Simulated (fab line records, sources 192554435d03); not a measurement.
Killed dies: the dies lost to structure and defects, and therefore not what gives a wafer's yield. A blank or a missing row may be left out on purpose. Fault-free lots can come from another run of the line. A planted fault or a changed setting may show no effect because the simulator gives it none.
A struck lot beside a sound one :: flow n5 finfet :: 39 steps out of a route of 1938
Sound: these wafers, L279.1, L279.4, L279.6. The struck wafers were L289.2, L289.3. Last of all comes the cause.
At each step with rows: each side's tool, then ch and its chambers, then its first start. Under that, the readings that differ: sound wafers :: struck wafers :: difference of the means :: sigmas: that difference in standard deviations of wafers without a fault.
alike: readings whose means differ by less than 2 such deviations, and words and numbers that are the same on both sides. not compared: withheld readings, readings that some wafer has no value for, bounds like >300 that may hide the same value, and numbers for which the record gives no deviation and whose values overlap.
Wherever a step has rows on one side only, a row that says differs or no value, or a row with sigmas, the two part there. When numbers do not overlap yet have no deviation, they are printed without sigmas and do not part them. Lack of a reading on every wafer of one side parts them only where that side has two or more wafers.

first, 9 steps without rows for these wafers: N5_DUMMY_GATE_COAT_09 (resist thk 30 nm); N5_DUMMY_GATE_EBR_11; N5_DUMMY_GATE_SOFTBAKE_10 (time 60 s); N5_DUMMY_GATE_EXPOSE_12 (exposes mask GATE, target cd 25 nm); N5_DUMMY_GATE_PEB_13 (peb time 60 s); N5_DUMMY_GATE_DEVELOP_14 (develop time 30 s); N5_DUMMY_GATE_DESCUM_20 (chemistry O2, time 6.2 s); N5_DUMMY_GATE_ETCH_29 (etches underlayer in N2/H2, target depth 13 nm); N5_DUMMY_GATE_ETCH_36 (etches SiARC in CF4, target depth 13 nm).
N5_DUMMY_GATE_ETCH_37: etches SOC in N2/H2, target depth 60 nm, overetch 30 nm.
  sound on rie diel-05 ch 0,1,3, day 2 23:48; struck on rie diel-05 ch 0,3, day 5 14:08
reading: model.SiARC_of_DUMMY_GATE_COAT_35.thk nm (nm)
sound: 5.4 5 4.8
struck: 2.6 2.6
difference: -2.5
sigmas: 
  alike: drypump motor current A, oes product au, rf vpp V, showerhead plenum p Torr, throttle valve pct
  not compared: rf hours counter h
then, 2 steps without rows for these wafers: N5_DUMMY_GATE_STRIP_38 (strips in N2/H2); N5_DUMMY_GATE_STRIP_39 (strips in N2/H2).
N5_DUMMY_GATE_TRIM_49: chemistry O2, time 29 s, target cd 14 nm.
  sound on rie si-01 ch 1,2, day 2 23:53; struck on rie si-05 ch 0,1, day 5 14:13
reading: model.DUMMY_GATE.cd nm (nm)
sound: 13.8 14.2 14
struck: 13 13.4
difference: -1
sigmas: 
  alike: drypump motor current A, oes product au, throttle valve pct
  not compared: rf hours counter h
then, 1 step without rows for these wafers: N5_DUMMY_GATE_STRIP_40 (strips in CF4).
N5_DUMMY_GATE_CD_MEAS_50 targets a cd of 14 nm.
  sound: cd sem-02 at day 3 00:02; struck: cd sem-01 at day 5 14:28
reading: cd nm (nm)
sound: 14.0 14.3 14.3
struck: 12.9 13.4
difference: -1.1
sigmas: -3
then, 6 steps without rows for these wafers: N5_DUMMY_GATE_ETCH_31 (etches SiO2 in C4F6/O2, target depth 82.5 nm, time 27.5 s); N5_DUMMY_GATE_STRIP_41 (strips in O2); N5_DUMMY_GATE_HM_OPEN_21 (chemistry CH3F/O2, target SiNx, target depth 120 nm, time 171.4 s); N5_DUMMY_GATE_ETCH_32 (etches SiO2 in CF4, target depth 3.5 nm, time 3.9 s); N5_DUMMY_GATE_ETCH_23 (etches poly-Si in HBr/Cl2/O2, target depth 41 nm, time 22.3 s); N5_DUMMY_GATE_ETCH_44 (etches poly-Si in HBr/O2, stops on SiO2, target depth 127.5 nm).
N5_DUMMY_GATE_CD_MEAS_24 targets a cd of 15 nm.
  sound: cd sem-03 at day 3 00:32; struck: cd sem-03 at day 5 15:04
  alike: cd nm
N5_DUMMY_GATE_ETCH_42: etches SiO2 in CHF3/O2, target depth 3.5 nm, time 31 s.
  sound on rie diel-03 ch 0,1,3, day 3 00:35; struck on rie diel-05 ch 1,3, day 5 15:14
reading: model.DUMMY_GATE.cd nm (nm)
sound: 15 14.8 14.8
struck: 14 14.4
difference: -1
sigmas: 
  alike: drypump motor current A, oes_o_777_au, oes product au, rf vpp V, showerhead plenum p Torr, throttle valve pct
  not compared: rf hours counter h
then, 14 steps without rows for these wafers: N5_DUMMY_GATE_STRIP_48 (strips in N2/H2, time 20 s); N5_DUMMY_GATE_PRECLEAN_33 (cleans in dHF, time 10 s); N5_DUMMY_GATE_PRECLEAN_25 (cleans in O3/DIW, time 45 s); N5_DUMMY_GATE_PRECLEAN_51 (cleans in SC2, time 45 s); N5_DUMMY_GATE_SRD_26 (time 30 s); N5_DUMMY_GATE_UV_OZONE_45 (time 120 s); N5_SPACER0_ALD_07 (deposits SiNx, target thk 2 nm); N5_SPACER0_ALD_00 (deposits SiOCN, target thk 3.5 nm, pulse time 3 s, purge time 2 s); N5_SPACER0_ALD_08 (deposits SiNx, target thk 2 nm); N5_SD_EPI_N_COAT_32 (time 60 s, resist thk 350 nm); N5_SD_EPI_N_COAT_33 (time 60 s, resist thk 35 nm); N5_SD_EPI_N_COAT_03 (resist thk 150 nm); N5_SD_EPI_N_EBR_05; N5_SD_EPI_N_SOFTBAKE_04 (time 60 s).
-- record jumps: 5 days separate the struck wafers' starts on either side; left off in module SD_EPI_N, taken up again in module BEOL_M4, whose first shown step is the route's number 1111 --
N5_BEOL_M4_RC_MEAS_101:
  sound on prober-02 ch 0, day 8 04:49; struck on prober-02 ch 0, day 10 18:32
reading: IOFF_N (nA/um)
sound: 0.17 0.17 0.14
struck: 0.25 0.27
difference: +0.10
sigmas: +3

reading: IOFF_P (nA/um)
sound: 0.19 0.19 0.17
struck: 0.31 0.33
difference: +0.14
sigmas: +4

reading: ION_N (uA/um)
sound: 680 680 659
struck: 703 698
difference: +28
sigmas: +2

reading: ION_P (uA/um)
sound: 459 452 448
struck: 475 475
difference: +22
sigmas: +3

reading: SS_N (mV/dec)
sound: 71.3 71.4 71.0
struck: 72.9 73.1
difference: +1.8
sigmas: +3

reading: SS_P (mV/dec)
sound: 73.7 73.7 73.1
struck: 74.7 75.4
difference: +1.6
sigmas: +2

reading: VT_N (mV)
sound: 249 251 254
struck: 243 242
difference: -9
sigmas: -3

reading: VT_P (mV)
sound: -252 -253 -257
struck: -247 -245
difference: +8
sigmas: +2
  alike: DIBL_N, DIBL_P
-- a jump in the record: the struck wafers' starts before and after are 4 days apart (it breaks off in module BEOL_M4 and resumes in module PASSIVATION, where the first step shown is number 1936 of the route) --
N5_PASSIVATION_PROBE_49:
  record: rows for the struck wafers here (prober-02, day 15 01:08), none for the sound ones

WHERE THEY PART
Last at N5_PASSIVATION_PROBE_49 as far as this record goes, first at N5_DUMMY_GATE_CD_MEAS_50.

WHY: the cause the simulator had injected
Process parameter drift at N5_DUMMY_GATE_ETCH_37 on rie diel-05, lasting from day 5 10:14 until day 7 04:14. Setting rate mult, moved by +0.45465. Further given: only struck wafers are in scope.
